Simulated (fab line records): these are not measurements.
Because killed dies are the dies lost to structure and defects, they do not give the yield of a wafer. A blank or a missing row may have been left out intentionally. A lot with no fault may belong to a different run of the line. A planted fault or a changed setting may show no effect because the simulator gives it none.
Which tool did it? -- flow nand_harc -- 14 lots, 42 wafers sampled, at 6 steps of a route of 1302

## WHAT EACH GAUGE READ, for each wafer
NHARC_A_ONON_D2_THK_MEAS_02: measures by ellipsometry. Usual: thk_nm at 1001 nm, with a standard deviation of 12.
lot,measured,on,thk_nm (nm),flag
L268,day 12 01:35,film_metro-02,999 1000 999,
L269,day 13 00:20,film_metro-01,995 992 996,
L270,day 13 00:21,film_metro-01,993 993 994,
L271,day 13 11:16,film_metro-02,994 995 994,
L272,day 13 18:55,film_metro-01,1016 1016 1015,
L273,day 14 10:37,film_metro-01,996 997 997,
L275,day 15 06:58,film_metro-01,994 992 990,
L277,day 15 23:09,film_metro-02,985 984 984,
L276,day 15 23:10,film_metro-01,992 990 991,
L279,day 17 04:54,film_metro-02,997 999 1000,
L281,day 17 05:05,film_metro-01,1002 1001 999,
L282,day 18 03:27,film_metro-02,1018 1017 1016,
L284,day 19 02:26,film_metro-01,1013 1013 1014,
L286,day 19 16:59,film_metro-01,986 983 986,

NHARC_A_ONON_D2_THK_MEAS_18: measures by ellipsometry. Usual: thk_nm at 997 nm, with a standard deviation of 9.1.
lot,measured,on,thk_nm (nm),flag
L268,day 12 11:11,film_metro-01,1006 1007 1006,
L269,day 13 09:58,film_metro-02,997 997 996,
L270,day 13 09:58,film_metro-01,995 995 994,
L271,day 13 20:57,film_metro-02,993 995 994,
L272,day 14 05:14,film_metro-02,1000 1002 1002,
L273,day 14 20:16,film_metro-02,1005 1006 1007,
L275,day 15 17:39,film_metro-01,1005 1005 1004,
L277,day 16 09:47,film_metro-01,995 995 995,
L276,day 16 09:25,film_metro-01,1019 1018 1018,
L279,day 17 14:34,film_metro-01,1005 1001 1003,
L281,day 17 14:35,film_metro-02,1003 1003 1001,
L282,day 18 13:31,film_metro-01,995 996 996,
L284,day 19 13:18,film_metro-01,983 984 984,
L286,day 20 03:15,film_metro-01,1003 1000 1001,

NHARC_A_ONON_D2_THK_MEAS_21: measures by ellipsometry. Usual: thk_nm at 996 nm, with a standard deviation of 11.
lot,measured,on,thk_nm (nm),flag
L268,day 12 11:44,film_metro-01,990 991 991,
L269,day 13 10:32,film_metro-01,1024 1024 1025,
L270,day 13 10:32,film_metro-02,1002 1002 1002,
L271,day 13 21:31,film_metro-02,975 975 974,
L272,day 14 05:47,film_metro-02,983 984 985,
L273,day 14 20:50,film_metro-01,1003 1001 1000,
L275,day 15 18:13,film_metro-01,988 989 989,
L277,day 16 10:20,film_metro-02,994 994 995,
L276,day 16 09:59,film_metro-01,989 987 987,
L279,day 17 15:08,film_metro-02,991 991 991,
L281,day 17 15:08,film_metro-01,999 997 1001,
L282,day 18 14:05,film_metro-02,996 994 995,
L284,day 19 13:52,film_metro-02,987 987 986,
L286,day 20 03:49,film_metro-01,1006 1003 1004,

NHARC_A_ONON_D2_THK_MEAS_27: measures by ellipsometry. Usual: thk_nm at 998 nm, with a standard deviation of 9.6.
lot,measured,on,thk_nm (nm),flag
L268,day 12 12:52,film_metro-01,1012 1013 1011,
L269,day 13 11:40,film_metro-02,1018 1020 1020,
L270,day 13 11:40,film_metro-01,999 997 999,
L271,day 13 22:38,film_metro-02,1000 999 1000,
L272,day 14 06:56,film_metro-02,1007 1008 1009,
L273,day 14 21:58,film_metro-01,995 995 994,
L275,day 15 19:20,film_metro-02,1007 1007 1008,
L277,day 16 11:28,film_metro-02,975 974 973,
L276,day 16 11:07,film_metro-02,1000 999 999,
L279,day 17 16:16,film_metro-01,994 993 994,
L281,day 17 16:16,film_metro-02,991 991 992,
L282,day 18 15:13,film_metro-01,1001 1002 1000,
L284,day 19 15:00,film_metro-01,1544 988 989,OFF
L286,day 20 04:59,film_metro-01,1549 995 998,OFF

NHARC_END_SORT_01. Usual: killed_at_array 55, standard deviation 15; killed_at_other 1.0, standard deviation 1.2; killed_at_periphery 3.4, standard deviation 2.2; killed_dies 59, standard deviation 15; killed_open 3.2, standard deviation 2; killed_short 2.5, standard deviation 1.7.
lot,measured,on,killed_at_array,killed_at_other,killed_at_periphery,killed_dies,killed_open,killed_short,flag
L284,day 31 01:29,prober-02,670 50 60,0 2 1,7 7 3,677 59 64,4 2 3,3 2 2,OFF
L286,day 31 19:05,prober-01,676 51 54,0 1 1,1 5 4,677 57 59,5 1 0,5 6 2,OFF

## WHAT TOOL EACH LOT RAN ON (gives the tool, then ch and the chambers of the sampled wafers, and finally the start)
lot,NHARC_A_ONON_D2_DEP_25
L268,"pecvd_onon-02 ch 0, day 12 12:22"
L269,"pecvd_onon-02 ch 0, day 13 11:09"
L270,"pecvd_onon-03 ch 0, day 13 11:09"
L271,"pecvd_onon-02 ch 0, day 13 22:08"
L272,"pecvd_onon-01 ch 0, day 14 06:28"
L273,"pecvd_onon-01 ch 0, day 14 21:28"
L275,"pecvd_onon-02 ch 0, day 15 19:01"
L277,"pecvd_onon-03 ch 0, day 16 11:01"
L276,"pecvd_onon-01 ch 0, day 16 10:47"
L279,"pecvd_onon-01 ch 0, day 17 15:49"
L281,"pecvd_onon-03 ch 0, day 17 15:56"
L282,"pecvd_onon-03 ch 0, day 18 14:45"
L284,"pecvd_onon-03 ch 0, day 19 14:29"
L286,"pecvd_onon-03 ch 0, day 20 04:30"
- NHARC_A_ONON_D2_DEP_25: target thk 1000 nm.

## WHAT THE TOOLS THEMSELVES READ (means of the sampled wafers that have a number; where no wafer has one, the mark that the record gives instead)
The record holds no such reading with a usual standard deviation.

## THE ANSWER, worked out from the rows above alone
Rule: a lot counts as off when the mean over its wafers that have a number is more than 3 standard deviations away from the usual mean. A lot without any number at a reading at which 4 lots or more have one is off too. The other lots that the step has rows for count as sound. After the gauges, taken in route order, come the tools' own readings; for these a lot's mean is taken, as printed above. At the first step where some lot is off, the reading lying furthest off is the one used; lots without a number count as furthest.
Off, at NHARC_A_ONON_D2_THK_MEAS_27 on thk_nm: L284, L286.
A tool fits if, at a process step before that reading, it ran every lot that is off, and no sound lot after the first of them. The gauges at NHARC_A_ONON_D2_THK_MEAS_27 aren't tried: what is off there is off at NHARC_END_SORT_01 too, on other tools, and a gauge's error can't cause that. One candidate fits, namely pecvd_onon-03 at NHARC_A_ONON_D2_DEP_25. Its last sound lot is L282 (day 18 14:45), its first lot that is off L284 (day 19 14:29): a fault that began between those two fits.

## WHAT THE SIMULATOR PUT IN
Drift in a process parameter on pecvd_onon-03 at NHARC_A_ONON_D2_DEP_25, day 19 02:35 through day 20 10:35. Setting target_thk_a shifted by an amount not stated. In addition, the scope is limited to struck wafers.
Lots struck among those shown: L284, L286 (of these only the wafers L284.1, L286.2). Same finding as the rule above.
